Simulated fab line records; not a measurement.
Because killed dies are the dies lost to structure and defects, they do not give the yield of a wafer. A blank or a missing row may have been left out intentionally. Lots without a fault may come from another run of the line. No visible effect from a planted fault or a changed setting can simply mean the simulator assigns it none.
Split-lot experiment + flow n5Finfet + 21 wafers read across 7 lots, on a route 1938 steps long

THE SPLIT
At N5_BEOL_M11_COAT_05 (resist thk 90 nm), the setting spinRpm was moved away from the recipe's 1500 rpm on 7 of the 21 wafers read, by -10.5% to +9.9%. This setting was run at the recipe's value on the other wafers.

Reading taken at the split's own step.

THE READING
CAR-ArF_of_BEOL_M11_COAT_05.thkNm (the simulator's own value, which no gauge read), in nm, at N5_BEOL_M11_COAT_05 (resist thk 90 nm). The file gives no usual value for it. Average 90.0 nm, standard deviation 0.22 nm, over the 14 wafers here run with the recipe.

| wafer  | tool, chamber at the split | spinRpm as run, rpm | against the recipe | CAR-ArF_of_BEOL_M11_COAT_05.thkNm, nm | against lot-mates on the recipe |
|--------|----------------------------|---------------------|--------------------|---------------------------------------|---------------------------------|
| L074.2 | lithoTrack-03, 0           | 1500                | recipe             | 90                                    | -                               |
| L074.4 | lithoTrack-03, 0           | 1500                | recipe             | 90.2                                  | -                               |
| L074.6 | lithoTrack-03, 0           | 1343                | -10.5%             | 95.2                                  | +5.1                            |
| L076.1 | lithoTrack-01, 0           | 1500                | recipe             | 89.6                                  | -                               |
| L076.2 | lithoTrack-01, 0           | 1500                | recipe             | 90                                    | -                               |
| L076.4 | lithoTrack-01, 0           | 1500                | recipe             | 89.8                                  | -                               |
| L077.1 | lithoTrack-01, 0           | 1500                | recipe             | 90                                    | -                               |
| L077.2 | lithoTrack-01, 0           | 1412                | -5.9%              | 92.4                                  | +2.4                            |
| L077.6 | lithoTrack-01, 0           | 1412                | -5.9%              | 92.6                                  | +2.6                            |
| L085.1 | lithoTrack-05, 0           | 1500                | recipe             | 90.2                                  | -                               |
| L085.5 | lithoTrack-05, 0           | 1500                | recipe             | 90.4                                  | -                               |
| L085.6 | lithoTrack-05, 0           | 1448                | -3.5%              | 92                                    | +1.7                            |
| L089.1 | lithoTrack-01, 0           | 1500                | recipe             | 89.8                                  | -                               |
| L089.3 | lithoTrack-01, 0           | 1500                | recipe             | 89.8                                  | -                               |
| L089.6 | lithoTrack-01, 0           | 1500                | recipe             | 90                                    | -                               |
| L096.1 | lithoTrack-01, 0           | 1500                | recipe             | 90.4                                  | -                               |
| L096.4 | lithoTrack-01, 0           | 1500                | recipe             | 90.2                                  | -                               |
| L096.5 | lithoTrack-01, 0           | 1648                | +9.9%              | 85.8                                  | -4.5                            |
| L095.1 | lithoTrack-03, 0           | 1500                | recipe             | 90                                    | -                               |
| L095.2 | lithoTrack-03, 0           | 1386                | -7.6%              | 93.8                                  | +3.8                            |
| L095.6 | lithoTrack-03, 0           | 1386                | -7.6%              | 93.2                                  | +3.2                            |

FIT RESULTS
A straight line over all 21 wafers: CAR-ArF_of_BEOL_M11_COAT_05.thkNm changes by -0.455 nm for each +1% of spinRpm; r = -0.99; the points scatter about the line by 0.27 nm.
The same after taking each lot's own level away (the mean of its wafers on the recipe; 21 wafers): -0.462 nm for each +1%; r = -1.00; scatter 0.17 nm.
That fit puts the effect of the largest move of spinRpm on the reading at 4.8 nm.
From 89.80 to 90.30 nm: that is the span of the lots' own levels, equal to 2.2 times the standard deviation above.
The two slopes are in agreement: the lot-to-lot level therefore moves the slope only a little.
Check: for one of the wafers moved furthest among these (-10.5%), held out of the fit, the line's prediction against its lot-mates is +4.73 nm. Against them it came out at +5.1 nm.

ADDITIONAL SPLITS CARRIED BY THESE WAFERS
Before the reading, these wafers also passed through other splits. Each is held against what the fit with the lots' levels taken away leaves over:
| other split on the same wafers | wafers away from the commonest value | r with CAR-ArF_of_BEOL_M11_COAT_05.thkNm (lot level and that fit taken away) |
|--------------------------------|--------------------------------------|------------------------------------------------------------------------------|
| N5_BEOL_M9_COAT_75 spinRpm     | 9                                    | +0.11                                                                        |
| N5_BEOL_M10_ILD_DEP_00 timeS   | 5                                    | -0.08                                                                        |
| N5_BEOL_M11_PECVD_70 tempC     | 9                                    | +0.38                                                                        |

FILE'S OWN FIT
CAR-ArF_of_BEOL_M11_COAT_05.thkNm changes by -0.466 nm for each +1% of spinRpm, r = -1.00.
